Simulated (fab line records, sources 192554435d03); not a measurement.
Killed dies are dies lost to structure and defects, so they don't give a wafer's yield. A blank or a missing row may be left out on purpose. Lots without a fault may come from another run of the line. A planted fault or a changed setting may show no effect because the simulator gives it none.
Split-lot experiment | flow n5_finfet | 7 lots, 21 wafers read, on a route of 1938 steps

THE SPLIT
At N5_MOL_CONTACT_COAG_EXPOSE_05 (exposes mask CA, defocus 0 nm), the setting dose_mj was moved away from the recipe's 38.25 on 5 of the 21 wafers read, by -7.2% to +5.4%. The other wafers ran this setting at the recipe's value.

FROM THE SPLIT TO THE READING: what the file shows between them, 14 steps
- N5_MOL_CONTACT_COAG_PEB_06: peb time 60 s
- N5_MOL_CONTACT_COAG_DEVELOP_07: develop time 30 s
- N5_MOL_CONTACT_COAG_CD_MEAS_08: target cd 28 nm
- N5_MOL_CONTACT_COAG_DESCUM_13: chemistry O2, time 7 s
- N5_MOL_CONTACT_COAG_ETCH_59: etches underlayer in N2/H2, target depth 13 nm, time 10.4 s
- N5_MOL_CONTACT_COAG_ETCH_105: etches SiARC in CF4, target depth 15.6 nm, time 26 s (also split here: bias_w)
- N5_MOL_CONTACT_COAG_ETCH_106: etches SOC in N2/H2, target depth 80 nm, overetch 16 nm, time 120 s
- N5_MOL_CONTACT_COAG_STRIP_107: strips in N2/H2
- N5_MOL_CONTACT_COAG_STRIP_108: strips in N2/H2
- N5_MOL_CONTACT_COAG_CONTACT_ETCH_14: etches SiO2 in C4F6/O2, target depth 27.5 nm, overetch 8.5 nm, time 20 s
- N5_MOL_CONTACT_COAG_STRIP_109: strips in C4F6/O2
- N5_MOL_CONTACT_COAG_ETCH_15: etches SiNx in CH3F/O2, stops on Si:P, target depth 7 nm
- N5_MOL_CONTACT_COAG_ETCH_110: etches Si in CF4/O2, target depth 2.5 nm, time 8 s
- N5_MOL_CONTACT_COAG_STRIP_98: strips in N2/H2

THE READING
cd_nm, in nm, at N5_MOL_CONTACT_COAG_CD_MEAS_99 (target cd 17.2 nm). Fault-free wafers of this fab line usually give 17.28 nm, standard deviation 0.28 nm.

wafer  | tool, chamber at the split | dose_mj as run | against the recipe | cd_nm, nm | against lot-mates on the recipe
L074.2 | euv_scanner-02, 0          | 38.25          | recipe             | 17.27     | -
L074.3 | euv_scanner-02, 0          | 38.25          | recipe             | 17.68     | -
L074.4 | euv_scanner-02, 0          | 35.51          | -7.2%              | 15.14     | -2.34
L076.1 | euv_scanner-02, 0          | 38.25          | recipe             | 17.25     | -
L076.3 | euv_scanner-02, 0          | 38.25          | recipe             | 17.19     | -
L076.6 | euv_scanner-02, 0          | 38.25          | recipe             | 17.33     | -
L082.1 | euv_scanner-02, 0          | 38.25          | recipe             | 17.59     | -
L082.4 | euv_scanner-02, 0          | 38.25          | recipe             | 17.30     | -
L082.5 | euv_scanner-02, 0          | 38.25          | recipe             | 17.48     | -
L086.2 | euv_scanner-01, 0          | 40.3           | +5.4%              | 18.46     | +1.31
L086.5 | euv_scanner-01, 0          | 40.3           | +5.4%              | 18.40     | +1.25
L086.6 | euv_scanner-01, 0          | 38.25          | recipe             | 17.15     | -
L094.2 | euv_scanner-01, 0          | 36.37          | -4.9%              | 15.92     | -1.38
L094.3 | euv_scanner-01, 0          | 36.37          | -4.9%              | 16.52     | -0.78
L094.4 | euv_scanner-01, 0          | 38.25          | recipe             | 17.30     | -
L095.2 | euv_scanner-01, 0          | 38.25          | recipe             | 17.12     | -
L095.4 | euv_scanner-01, 0          | 38.25          | recipe             | 16.98     | -
L095.5 | euv_scanner-01, 0          | 38.25          | recipe             | 17.38     | -
L097.1 | euv_scanner-01, 0          | 38.25          | recipe             | 16.78     | -
L097.3 | euv_scanner-01, 0          | 38.25          | recipe             | 17.10     | -
L097.6 | euv_scanner-01, 0          | 38.25          | recipe             | 17.02     | -

THE FIT
A straight line over all 21 wafers: cd_nm changes by +0.24 nm for each +1% of dose_mj; r = +0.94; the points scatter about the line by 0.25 nm.
The same after taking each lot's own level away (the mean of its wafers on the recipe; 21 wafers): +0.261 nm for each +1%; r = +0.97; scatter 0.2 nm.
On that fit, the largest move of dose_mj shifts the reading by 1.9 nm.
The lots' own levels span 16.967 to 17.475 nm, that is 1.8 times the standard deviation above.
So the lot-to-lot level changes the slope little: the two slopes agree.
Check: with one of the wafers moved furthest among these (-7.2%) left out of the fit, the line predicts -1.64 nm for it against its lot-mates. It came out at -2.34 nm against them.

OTHER SPLITS ON THESE WAFERS
These wafers also went through other splits before the reading. Each is held against what the fit with the lots' levels taken away leaves over:
other split on the same wafers      | wafers away from the commonest value | r with cd_nm (lot level and that fit taken away)
N5_HKMG_FIN_HK_ALD_01 ald_cycles    | 7                                    | +0.39
N5_HKMG_FIN_COAT_43 spin_rpm        | 6                                    | +0.06
N5_GATE_CUT_ETCH_56 icp_w           | 6                                    | +0.13
N5_MOL_CONTACT_COAG_ETCH_105 bias_w | 7                                    | +0.07

THE WHOLE CHAIN: every reading that the file lists as answering this split, in the file's order
step                                | what it does                                                             | reading                                                                        | change (the file's fit)               | r (the file's)
N5_MOL_CONTACT_COAG_CD_MEAS_08      | target cd 28 nm                                                          | cd_nm                                                                          | +0.167 nm for each +1% of the setting | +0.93
N5_MOL_CONTACT_COAG_ETCH_59         | etches underlayer in N2/H2, target depth 13 nm, time 10.4 s              | MOL_CONTACT_COAG.cd_offset_nm (the simulator's own value, which no gauge read) | +0.228 nm for each +1% of the setting | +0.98
N5_MOL_CONTACT_COAG_ETCH_105        | etches SiARC in CF4, target depth 15.6 nm, time 26 s                     | MOL_CONTACT_COAG.cd_offset_nm (the simulator's own value, which no gauge read) | +0.218 nm for each +1% of the setting | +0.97
N5_MOL_CONTACT_COAG_CONTACT_ETCH_14 | etches SiO2 in C4F6/O2, target depth 27.5 nm, overetch 8.5 nm, time 20 s | MOL_CONTACT_COAG.cd_offset_nm (the simulator's own value, which no gauge read) | +0.24 nm for each +1% of the setting  | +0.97
N5_MOL_CONTACT_COAG_CD_MEAS_99      | target cd 17.2 nm                                                        | cd_nm                                                                          | +0.278 nm for each +1% of the setting | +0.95

THE FILE'S OWN FIT
cd_nm changes by +0.278 nm for each +1% of dose_mj, r = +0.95.
